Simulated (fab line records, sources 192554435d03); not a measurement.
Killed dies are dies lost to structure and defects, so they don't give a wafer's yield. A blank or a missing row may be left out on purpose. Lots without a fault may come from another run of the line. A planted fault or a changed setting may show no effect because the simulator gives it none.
fab line records | flow n5_finfet
record lots=11 wafers=33 last_day=18
route steps=1938 shown BEOL_M13@1707 BEOL_M15@1827 MIM_TOP@1838 MIM_BOT_ETCH@1867 PASSIVATION@1936
lots that met no fault: from a run of the same line without faults
start_h: hours from the record's first day to the start of the lot's first wafer shown | wait_h: hours since the lot's step before | " the same as in the row above | L1.1+2: a row that stands for several wafers | - no value, or no start given | * or withheld: withheld | < > ~ a bound
route shown NAME@n: a module of which the file shows steps, and the number in the route of the first | usual: mean/standard deviation of fault-free wafers | same: alike in all rows | chamber/n: place in a boat | sites: the reading at each site | _std_site: their standard deviation | _edge_site: outer sites' mean less inner sites' | radius_mm: how far each site lies from the wafer's centre | mask NAME#n: copy n | behind: the tool/chamber that last shaped the wafer | hold: why the lot was held/for how many hours/how that ended | device: the transistor (n, p or np) that didn't switch | end of line: the same wafers' tests at the end of the route | a step without rows: its recipe alone | killed: dies lost to structure and defects at the first sort, not the wafer's yield | map: a wafer's dies, x killed, . not, _ none there
set.NAME: the setting as run; set.NAME@STEP: as run at that earlier step | model.NAME: the simulator's own value behind a step, which no gauge read
steps of the route over a sample of lots; a table a step, a row a wafer
services: from which hour (start_h, from the record's first day; less than 0 if before it) a tool's chamber was out of use, for how many hours, and why
## steps
# step N5_BEOL_M13_SPUTTER_45
# recipe material=Cu target_thk_a=800 temp_c=-20 bias_v=60 power_w=26000 chamber_pressure_pa=0.13 time_s=13.33
# usual throttle_valve_pct=30.1/0.78
# columns lot.wafer tool chamber start_h wait_h throttle_valve_pct
L549.2 pvd_sputter-02 - 251.12 0.0 30.7
L549.3 " - " " 30.9
L549.6 " - " " 29.5
L552.2 pvd_sputter-03 - 251.74 0.0 30.9
L552.3 " - " " 29.0
L552.6 " - " " 29.8
L553.2 pvd_sputter-02 - 268.05 0.0 29.8
L553.3 " - " " 29.7
L553.6 " - " " 30.0
L554.1 pvd_sputter-03 - 274.81 0.0 30.8
L554.2 " - " " 29.3
L554.5 " - " " 31.0
L555.1 pvd_sputter-03 - 281.21 0.0 30.1
L555.4 " - " " 28.7
L555.5 " - " " 30.0
L557.1 pvd_sputter-01 - 303.80 0.0 29.2
L557.2 " - " " 30.9
L557.4 " - " " 31.1
L558.1 pvd_sputter-03 - 306.65 0.0 29.9
L558.3 " - " " 28.8
L558.5 " - " " 30.0
L568.2 pvd_sputter-02 - 353.08 0.0 29.6
L568.4 " - " " 30.5
L568.6 " - " " 30.7
L569.3 pvd_sputter-03 - 392.55 0.0 30.9
L569.5 " - " " 30.1
L569.6 " - " " 28.9
L572.1 pvd_sputter-03 - 394.87 0.0 28.7
L572.3 " - " " 30.9
L572.6 " - " " 30.7
L571.1 pvd_sputter-01 - 403.78 0.0 29.3
L571.4 " - " " 30.8
L571.5 " - " " 30.7
# step N5_BEOL_M15_DEP_53
# recipe material=SiCN target_thk_a=500 temp_c=withheld precursor=3MS/NH3 pressure_torr=3 rf_w=675 time_s=17.8
# usual showerhead_plenum_p_Torr=4.153/0.018 throttle_valve_pct=18.0/0.94
# columns lot.wafer tool chamber start_h wait_h showerhead_plenum_p_Torr throttle_valve_pct
L549.2 pecvd-04 2 269.97 0.0 4.169 16.2
L549.3 " 1 " " 4.124 18.2
L549.6 " 0 " " 4.173 19.4
L552.2 pecvd-02 1 273.02 0.0 4.184 18.7
L552.3 " 0 " " 4.148 19.8
L552.6 " 2 " " 4.165 17.2
L553.2 pecvd-04 0 280.24 0.0 4.159 19.1
L553.3 " 2 " " 4.172 16.5
L553.6 " 1 " " 4.136 18.3
L554.1 pecvd-02 0 299.87 0.0 4.143 19.5
L554.2 " 2 " " 4.154 17.5
L554.5 " 0 " " 4.131 19.4
L555.1 pecvd-04 1 300.14 0.0 4.129 18.3
L555.4 " 0 " " 4.159 19.2
L555.5 " 2 " " 4.176 16.7
L557.1 pecvd-03 0 315.98 0.0 4.132 17.5
L557.2 " 2 " " 4.168 16.6
L557.4 " 2 " " 4.161 17.1
L558.1 pecvd-03 1 322.20 0.0 4.121 17.9
L558.3 " 0 " " 4.141 17.8
L558.5 " 2 " " 4.159 16.8
L568.2 pecvd-04 1 372.34 0.0 4.130 18.2
L568.4 " 2 " " 4.183 16.9
L568.6 " 1 " " 4.128 18.1
L569.3 pecvd-04 1 407.71 0.0 4.128 18.3
L569.5 " 1 " " 4.133 18.2
L569.6 " 0 " " 4.166 19.3
L572.1 pecvd-03 1 407.98 0.0 4.122 18.3
L572.3 " 2 " " 4.166 17.3
L572.6 " 2 " " 4.154 16.8
L571.1 pecvd-02 2 420.42 0.0 4.168 17.5
L571.4 " 1 " " 4.174 18.7
L571.5 " 2 " " 4.179 17.5
# step N5_MIM_TOP_SPUTTER_03
# recipe material=TiN target_thk_a=350 temp_c=200 power_w=3000 chamber_pressure_pa=0.49996 gas=Ar reactive_partial_pa=0.37997 time_s=89.7
# usual throttle_valve_pct=30.2/0.8
# columns lot.wafer tool chamber start_h wait_h throttle_valve_pct
L549.2 pvd_sputter-01 - 272.61 0.0 29.2
L549.3 " - " " 30.5
L549.6 " - " " 30.9
L552.2 pvd_sputter-03 - 276.15 0.0 29.4
L552.3 " - " " 30.0
L552.6 " - " " 30.1
L553.2 pvd_sputter-03 - 289.68 0.0 29.9
L553.3 " - " " 29.0
L553.6 " - " " 28.5
L554.1 pvd_sputter-01 - 303.22 0.0 31.3
L554.2 " - " " 29.4
L554.5 " - " " 30.9
L555.1 pvd_sputter-01 - 303.48 0.0 29.2
L555.4 " - " " 31.0
L555.5 " - " " 30.7
L557.1 pvd_sputter-03 - 319.74 0.0 29.8
L557.2 " - " " 30.6
L557.4 " - " " 29.4
L558.1 pvd_sputter-03 - 325.94 0.0 29.3
L558.3 " - " " 30.7
L558.5 " - " " 28.8
L568.2 pvd_sputter-01 - 375.38 0.0 29.1
L568.4 " - " " 31.2
L568.6 " - " " 29.5
L569.3 pvd_sputter-01 - 411.90 0.0 30.9
L569.5 " - " " 31.0
L569.6 " - " " 30.9
L572.1 pvd_sputter-02 - 415.72 0.0 29.6
L572.3 " - " " 30.0
L572.6 " - " " 31.1
L571.1 pvd_sputter-01 - 426.43 0.0 29.4
L571.4 " - " " 30.6
L571.5 " - " " 31.1
# step N5_MIM_BOT_ETCH_ETCH_03
# recipe chemistry=Cl2/BCl3 target_depth_a=120 pressure_mtorr=8 icp_w=800 bias_w=100 Cl2_flow_sccm=20 bcl3_flow_sccm=80
# usual drypump_motor_current_A=5.97/0.28 oes_product_au=0.82/0.096 throttle_valve_pct=27.57/0.27
# columns lot.wafer tool chamber start_h wait_h drypump_motor_current_A oes_product_au rf_hours_counter_h throttle_valve_pct
L549.2 rie_metal-02 1 274.15 0.1 5.45 0.60 114 27.58
L549.3 " 0 " " 5.79 0.93 - 28.09
L549.6 " 0 " " 5.79 0.92 - 28.09
L552.2 rie_metal-01 0 278.09 0.1 6.27 0.76 - 27.30
L552.3 " 0 " " 6.27 0.75 - 27.32
L552.6 " 0 " " 6.29 0.75 - 27.31
L553.2 rie_metal-02 1 291.18 0.1 5.47 0.59 115 27.59
L553.3 " 0 " " 5.78 0.91 - 28.08
L553.6 " 1 " " 5.46 0.60 - 27.59
L554.1 rie_metal-03 1 304.72 0.1 5.97 0.75 47 27.64
L554.2 " 0 " " 6.12 0.95 1 27.25
L554.5 " 1 " " 6.01 0.75 - 27.62
L555.1 rie_metal-01 1 305.15 0.1 6.17 0.89 12 27.57
L555.4 " 1 " " 6.17 0.90 - 27.58
L555.5 " 0 " " 6.28 0.75 - 27.32
L557.1 rie_metal-03 0 321.35 0.1 6.16 0.93 3 27.25
L557.2 " 1 " " 5.98 0.75 49 27.62
L557.4 " 1 " " 5.97 0.75 - 27.63
L558.1 rie_metal-01 1 327.60 0.1 6.19 0.88 15 27.57
L558.3 " 1 " " 6.17 0.88 - 27.59
L558.5 " 1 " " 6.16 0.88 - 27.60
L568.2 rie_metal-03 1 376.88 0.1 5.99 0.74 53 27.63
L568.4 " 1 " " 5.98 0.75 - 27.64
L568.6 " 0 " " 6.13 0.89 - 27.27
L569.3 rie_metal-03 0 413.32 0.1 6.11 0.88 - 27.27
L569.5 " 1 " " 5.97 0.73 - 27.64
L569.6 " 0 " " 6.12 0.88 - 27.25
L572.1 rie_metal-02 1 417.30 0.1 5.46 0.87 8 27.59
L572.3 " 0 " " 5.77 0.85 - 28.11
L572.6 " 0 " " 5.76 0.85 - 28.12
L571.1 rie_metal-01 0 428.21 0.1 6.23 0.71 59 27.35
L571.4 " 0 " " 6.24 0.71 - 27.35
L571.5 " 0 " " 6.23 0.72 - 27.32
# step N5_PASSIVATION_PROBE_49
# usual defect_limited_yield=91.3/1.7 killed_at_M0_to_M3=33/11 killed_at_M4_up=14/5.5 killed_at_contacts=13/6.5 killed_at_front_end=39/13 killed_at_other=3.4/2.9 killed_dies=103/20 killed_open=69/15 killed_short=32/8.1 sort_bin_5_function=5.1/1.1 sort_bin_6_memory=3.3/0.74 sort_bin_8_speed=0.00/0.014 sort_n_pass=1077/20 sort_yield_pct=91.3/1.7
# same gross_dies=1180 killed_at_back_side=0 sort_bin_4_leakage[%]=0
# columns lot.wafer tool chamber start_h wait_h defect_limited_yield[%] killed_at_M0_to_M3 killed_at_M4_up killed_at_contacts killed_at_front_end killed_at_other killed_dies killed_open killed_short sort_bin_5_function[%] sort_bin_6_memory[%] sort_bin_8_speed[%] sort_n_pass sort_yield_pct[%]
L558.1 prober-02 - 336.34 0.0 88.7 34 29 26 41 3 133 83 29 7.2 3.6 0 1047 88.7
L558.3 prober-02 - 336.44 0.1 92.0 41 9 16 25 3 94 63 31 4.8 3.0 0 1086 92.0
L558.5 prober-02 - 336.54 0.2 91.1 30 32 17 25 1 105 58 24 5.3 3.3 0 1075 91.1
# killed by level:class
L558.1 MOL_CONTACT_COAG:geometric_particle:open=25 BEOL_M13:interface_void_opened=21 FIN_SAQP:geometric_particle:open=8 BEOL_M0_SAQP:geometric_particle:open=8 STI_FIN_REVEAL:geometric_particle:open=7 DUMMY_GATE:geometric_particle:open=7 BEOL_M0_SAQP:geometric_particle:short=7 FIN_SAQP:geometric_particle:short=6
L558.3 MOL_CONTACT_COAG:geometric_particle:open=13 BEOL_M3:geometric_particle:open=12 BEOL_M0_SAQP:geometric_particle:short=11 BEOL_M0_SAQP:geometric_particle:open=8 STI_FIN_REVEAL:geometric_particle:open=4 BEOL_M1:geometric_particle:open=4 BEOL_M2:geometric_particle:open=4 BEOL_M4:geometric_particle:open=4
L558.5 BEOL_M13:interface_void_opened=22 MOL_CONTACT_COAG:geometric_particle:open=12 BEOL_M0_SAQP:geometric_particle:open=10 BEOL_M0_SAQP:geometric_particle:short=9 FIN_SAQP:geometric_particle:open=6 MOL_CONTACT_COAG:geometric_particle:short=5 BEOL_M4:geometric_particle:short=4 DUMMY_GATE:geometric_particle:open=4
## services
# columns tool chamber start_h hours kind
pecvd-02 2 233.53 18.2 repair
pecvd-04 2 233.59 5.8 repair
rie_metal-03 0 255.44 - clean
rie_metal-03 0 255.44 26.1 scheduled_down
rie_metal-03 0 255.44 26.1 vent_cycle
pecvd-04 - 265.39 0.2 repair
rie_metal-01 1 276.01 6.2 repair
pecvd-04 - 284.97 2.8 pm
pecvd-03 0 296.46 5.5 scheduled_down
pecvd-02 0 302.60 6.9 repair
rie_metal-02 1 303.59 - clean
rie_metal-02 1 303.59 18.1 scheduled_down
rie_metal-02 0 320.82 3.8 repair
pvd_sputter-01 - 336.32 11.7 repair
pecvd-02 - 336.80 1.3 repair
pecvd-03 1 339.16 4.0 repair
rie_metal-03 - 350.73 2.8 pm
pvd_sputter-02 - 357.05 3.6 repair
pecvd-04 2 366.19 5.5 scheduled_down
pecvd-02 - 367.45 6.0 pm
pvd_sputter-03 - 367.80 5.5 repair
pvd_sputter-03 - 412.75 5.3 repair
pecvd-04 0 415.49 - clean
pvd_sputter-02 - 424.66 1.6 repair
## key
first_sign step=N5_PASSIVATION_PROBE_49 reading=killed_at_M4_up direction=up sigmas=3 usual=14 struck=30
effect none on later readings
met_at N5_BEOL_M13_SPUTTER_45
struck_lots L558
struck_wafers L558.1,L558.5
not_acting_at N5_BEOL_M15_DEP_53,N5_MIM_TOP_SPUTTER_03,N5_MIM_BOT_ETCH_ETCH_03
onset_between 281.21 306.65
fault kind=process_parameter_drift tool=pvd_sputter-03 chamber=- onset_h=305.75 steps=N5_BEOL_M13_SPUTTER_45 channel=time_s offset=* shape=step end_h=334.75 acts_in=* stated=* scope=struck_wafers_only
